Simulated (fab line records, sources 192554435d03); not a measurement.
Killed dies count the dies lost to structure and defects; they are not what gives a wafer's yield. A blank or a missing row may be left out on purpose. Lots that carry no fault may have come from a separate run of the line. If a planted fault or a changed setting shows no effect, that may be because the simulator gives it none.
Matching of chambers | flow n5Finfet | N5_BEOL_M1_DEP_57 on pecvd-02 has 3 sister chambers
The step deposits SiCN from 3MS/NH3, target thk 8 nm, time 14 s. 3 wafers are shown with their chamber, then 12 later ones without.

## WAFERS, EACH WITH ITS CHAMBER
wafer  | chamber | throttleValvePct (%)
L087.1 | 0       | 8.7
L090.1 | 2       | 8.0
L090.3 | 1       | 9.3

## WAFERS MISSING THEIR CHAMBER
wafer  | throttleValvePct (%)
L094.1 | 8.8
L094.2 | 9.6
L094.3 | 8.4
L094.4 | 8.9
L094.5 | 8.2
L094.6 | 9.5
L095.2 | 9.3
L095.4 | 8.0
L095.5 | 9.7
L097.2 | 8.7
L097.3 | 9.2
L097.5 | 8.8

## WHICH CHAMBER EACH WENT THROUGH
wafer  | from the rows above     | in truth
L094.1 | can't be placed: 0 or 1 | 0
L094.2 | 1                       | 1
L094.3 | can't be placed: 0 or 2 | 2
L094.4 | can't be placed: 0 or 1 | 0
L094.5 | can't be placed: 2 or 0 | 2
L094.6 | 1                       | 1
L095.2 | 1                       | 1
L095.4 | 2                       | 2
L095.5 | 1                       | 1
L097.2 | 0                       | 0
L097.3 | can't be placed: 1 or 0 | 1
L097.5 | can't be placed: 0 or 1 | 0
Correct placement for 6 of the 12. Cannot be placed on the basis of these rows: 6; the candidates contain the true chamber in 6. Placed wrongly: 0.
How it was worked out, from the rows above alone: a wafer's distance from a chamber is the root of the sum, over the readings, of the square of ((its reading less the chamber's mean) divided by the reading's scatter). If the next closest chamber is less than 2 further off than the closest, the wafer can't be placed; otherwise it belongs to the closest. The mean given for a chamber averages the wafers shown for that chamber. The scatter (one wafer shown for each chamber): square how far every hidden wafer sits from the nearest shown wafer, average those squares and take the square root.
